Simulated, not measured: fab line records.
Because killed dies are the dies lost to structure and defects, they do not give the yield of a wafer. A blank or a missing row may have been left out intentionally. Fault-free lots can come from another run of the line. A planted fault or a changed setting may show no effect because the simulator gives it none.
The same fault as seen by 3 desks || flow n5_finfet || only its own numbers are on each desk; what lay behind them is given at the end

THE TOOL OWNER'S DESK: rie_diel-04
The tool's own readings at N5_BEOL_M1_VIA_ETCH_34 (etches the open film in C4F6/O2, target depth 67.8 nm, time 64.4 s): means of the sampled wafers that have a number, for each lot that ran on this tool. A lot is out of limits, marked OUT, if its mean lies more than 4 standard deviations from the usual mean; the brackets give that distance.
Columns: A = drypump_motor_current_A at N5_BEOL_M1_VIA_ETCH_34, usual 5.6 A; B = oes_f_703_au at N5_BEOL_M1_VIA_ETCH_34, usual 0.79 a.u.; C = oes_product_au at N5_BEOL_M1_VIA_ETCH_34, usual 0.79 a.u.; D = rf_vpp_V at N5_BEOL_M1_VIA_ETCH_34, usual 666 V; E = run_length_s at N5_BEOL_M1_VIA_ETCH_34, usual 87.6 s; F = showerhead_plenum_p_Torr at N5_BEOL_M1_VIA_ETCH_34, usual 2.82 Torr; G = throttle_valve_pct at N5_BEOL_M1_VIA_ETCH_34, usual 30.71 %
{"lot": "L249", "first seen here": "day 7 21:17", "A": 5.1, "B": 0.76, "C": 0.77, "D": 671, "E": 87.5, "F": 2.85, "G": 30.59}
{"lot": "L251", "first seen here": "day 8 08:47", "A": 5.5, "B": 0.78, "C": 0.76, "D": 664, "E": 87.6, "F": 2.76, "G": 30.77}
{"lot": "L257", "first seen here": "day 9 23:23", "A": 5.8, "B": 0.85, "C": 0.84, "D": 664, "E": "84.0 (-7.9) OUT", "F": 2.89, "G": 30.58}
{"lot": "L259", "first seen here": "day 10 04:07", "A": 5.6, "B": 0.82, "C": 0.79, "D": 652, "E": "80.8 (-15) OUT", "F": 2.73, "G": 30.77}
Finding of this desk: L257, L259 out of limits; the first was L257 at day 9 23:23, on run_length_s at N5_BEOL_M1_VIA_ETCH_34. In limits: L249, L251.

THE DEFECT DESK
Inspection counts along the route, by lot: the mean over sampled wafers that carry a number. A lot is out of limits, marked OUT, if its mean lies more than 4 standard deviations from the usual mean; the brackets give that distance.
Columns: A = raw_defect_count at N5_BEOL_M1_INSPECT_30, usual 430
{"lot": "L249", "first seen here": "day 7 15:02", "A": 486}
{"lot": "L251", "first seen here": "day 8 04:07", "A": 487}
{"lot": "L255", "first seen here": "day 9 13:34", "A": 315}
{"lot": "L257", "first seen here": "day 9 17:12", "A": 412}
{"lot": "L259", "first seen here": "day 10 02:06", "A": 352}
{"lot": "L265", "first seen here": "day 11 12:51", "A": 414}
This desk's finding: nothing out of limits on any of the 6 lots.

FROM THE METROLOGY DESK
Means of the sampled wafers that have a number, per lot and without regard to the tool the lot ran on: this is what the gauges read. A lot is out of limits, marked OUT, if its mean lies more than 4 standard deviations from the usual mean; the brackets give that distance. Only the readings that lie furthest out on some lot appear, 7 of the 12 it has.
Columns: A = DIBL_N at N5_BEOL_M4_RC_MEAS_101, usual 36.9 mV/V; B = DIBL_P at N5_BEOL_M4_RC_MEAS_101, usual 37.3 mV/V; C = IOFF_P at N5_BEOL_M4_RC_MEAS_101, usual 0.22 nA/um; D = ION_N at N5_BEOL_M4_RC_MEAS_101, usual 673 uA/um; E = ION_P at N5_BEOL_M4_RC_MEAS_101, usual 463 uA/um; F = SS_P at N5_BEOL_M4_RC_MEAS_101, usual 73.4 mV/dec; G = VT_P at N5_BEOL_M4_RC_MEAS_101, usual -250 mV
{"lot": "L249", "first seen here": "day 7 14:57", "A": 35.6, "B": 37.6, "C": 0.22, "D": 671, "E": 463, "F": 73.5, "G": -250}
{"lot": "L251", "first seen here": "day 8 04:02", "A": 37.8, "B": 38.3, "C": 0.22, "D": 670, "E": 463, "F": 73.3, "G": -251}
{"lot": "L255", "first seen here": "day 9 13:28", "A": 37.9, "B": 37.7, "C": 0.28, "D": 684, "E": 473, "F": 73.6, "G": -243}
{"lot": "L257", "first seen here": "day 9 17:07", "A": 38.0, "B": 37.9, "C": 0.26, "D": 694, "E": 480, "F": 73.6, "G": -248}
{"lot": "L259", "first seen here": "day 10 02:01", "A": 34.4, "B": 34.6, "C": 0.19, "D": 668, "E": 462, "F": 73.2, "G": -252}
{"lot": "L265", "first seen here": "day 11 12:46", "A": 37.7, "B": 38.7, "C": 0.22, "D": 673, "E": 466, "F": 74.3, "G": -251}
This desk's finding: nothing out of limits on any of the 6 lots.

TAKEN TOGETHER
At day 9 23:23, on L257, L259, the tool owner's desk was in a position to raise an alarm.
The defect desk saw nothing out of limits.
From the metrology desk's view, nothing was out of limits.
The defect desk has L257, L259 on record, within its limits.
The metrology desk holds a record of L257, L259, inside its limits.
N5_BEOL_M1_VIA_ETCH_34 was run on rie_diel-04 by each of the lots named.

WHAT THE SIMULATOR HAD INSERTED
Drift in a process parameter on rie_diel-04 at N5_BEOL_M1_VIA_ETCH_34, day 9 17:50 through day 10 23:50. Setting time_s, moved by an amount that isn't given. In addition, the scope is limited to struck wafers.
Shown lots that were struck: L257, L259.
How many hours passed from the start of the fault until each desk's first out-of-limits reading: the tool owner's desk, 6.
